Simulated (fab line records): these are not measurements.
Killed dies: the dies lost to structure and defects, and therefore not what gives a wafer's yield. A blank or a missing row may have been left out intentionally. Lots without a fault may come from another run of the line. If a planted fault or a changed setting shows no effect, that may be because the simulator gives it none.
8D (eight disciplines) problem report, filled in by code | flow n5 finfet | the parts of the form that need people (team, actions taken, sign-off) are left out

## 1. WHAT IS WRONG
Mean of killed_at_M4_up at N5_PASSIVATION_PROBE_49: 1082 across 6 wafers in 2 lots; on wafers with no fault it is 12 (standard deviation 4.5). So: +99 or more standard deviations from the usual mean.
The first sign was on wafer L436.2 at day 15 07:54, on prober-01. At this step, 6 wafers from 2 lots have a number in the record. The rule behind "out" and "out of limits": a value lying over 4 standard deviations away from the usual mean. The rest of the wafers with a number are treated as sound.

## 2. WHAT IT IS AND WHAT IT IS NOT
question                    | is                                                                                                                  | is not
which readings at this step | killed_at_M4_up, defect limited yield, killed dies, killed on rim, sort_bin_5_function, sort n pass, sort yield pct | killed_at_M0_to_M3, killed at contacts, killed open, killed short
which lots                  | L436, L438                                                                                                          | -
which wafers of those lots  | all that have a number                                                                                              | -
read on which tools         | prober-01, prober-02                                                                                                | -
when                        | from day 15 07:54                                                                                                   | up to then (0 sound wafers)

## 3. WHAT RULES OUT EACH SUSPECT
Counting: any tool at a process step up to the reading is kept as a suspect provided that every lot that is out went through it and no sound lot did after the first of them.
- rie diel-04 at N5_BEOL_M5_DESCUM_33 (chemistry O2, time 7 s): kept. It ran every lot that is out, first L436 (day 11 07:50), and no sound lot after that.
- rie diel-04 at N5_BEOL_M5_ETCH_41 (etches SiCN in CH3F/O2, target depth 31.5 nm, time 56.7 s): kept. It ran every lot that is out, first L436 (day 11 08:08), and no sound lot after that.
- rie diel-04 at N5_BEOL_M5_STRIP_91 (strips in N2/H2, time 10 s): kept. It ran every lot that is out, first L436 (day 11 11:02), and no sound lot after that. N5_BEOL_M5_STRIP_91 gives no start for some lots, so the hours and the order of its lots are those of N5_BEOL_M5_DEGAS_44.
The count leaves rie diel-04 at N5_BEOL_M5_DESCUM_33, rie diel-04 at N5_BEOL_M5_ETCH_41, and rie diel-04 at N5_BEOL_M5_STRIP_91.

## 4. THE CAUSE (what the simulator had put in)
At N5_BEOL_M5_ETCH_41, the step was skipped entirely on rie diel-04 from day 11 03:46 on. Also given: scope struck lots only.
This tool is one of the 3 suspects left after counting.

## 5. THE CHAIN OF EFFECTS, in route order
Each row: a reading whose mean over the struck wafers that have a number lies more than 3 standard deviations from the usual. Scope: only readings with a usual standard deviation given in the record; hours: median across lots of the time from each lot's start at the first step in this table that gives one to its start at this step; sigmas: change in usual standard deviations.
hours | step                    | reading              | usual  | on struck wafers | change | sigmas
0     | N5_PASSIVATION_PROBE_49 | defect limited yield | 91.7 % | 0.0              | -91.7  | -61
0     | N5_PASSIVATION_PROBE_49 | killed_at_M4_up      | 12     | 1082             | +1070  | +99 or more
0     | N5_PASSIVATION_PROBE_49 | killed dies          | 97     | 1180             | +1083  | +64
0     | N5_PASSIVATION_PROBE_49 | killed on rim        | 13     | 152              | +139   | +39
0     | N5_PASSIVATION_PROBE_49 | sort_bin_5_function  | 4.8 %  | 95.8             | +91.0  | +99 or more
0     | N5_PASSIVATION_PROBE_49 | sort n pass          | 1083   | 0                | -1083  | -64
0     | N5_PASSIVATION_PROBE_49 | sort yield pct       | 91.7 % | 0.0              | -91.7  | -61
Process steps it contains:
- N5_PASSIVATION_PROBE_49
Readings that are blank on the struck wafers while sound wafers have them: CH3F_flow_sccm at N5_BEOL_M5_ETCH_41; O2_flow_sccm at N5_BEOL_M5_ETCH_41; drypump motor current A at N5_BEOL_M5_ETCH_41; oes product au at N5_BEOL_M5_ETCH_41; rf vpp V at N5_BEOL_M5_ETCH_41; showerhead plenum p Torr at N5_BEOL_M5_ETCH_41; throttle valve pct at N5_BEOL_M5_ETCH_41.

## 6. WHAT WOULD HAVE CAUGHT IT SOONER
First out-of-limits reading in this record: day 15 07:54, which is 100 hours after fault onset at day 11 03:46.
At N5_BEOL_M5_ETCH_41 the tool's readings are blank on the struck wafers, where sound wafers have them: an empty tool record is the first sign, and it was there at once.
By day 15 07:54, every lot that is out (2) had started N5_BEOL_M5_ETCH_41 on rie diel-04. Tool hold at that time: it would have spared none of them.
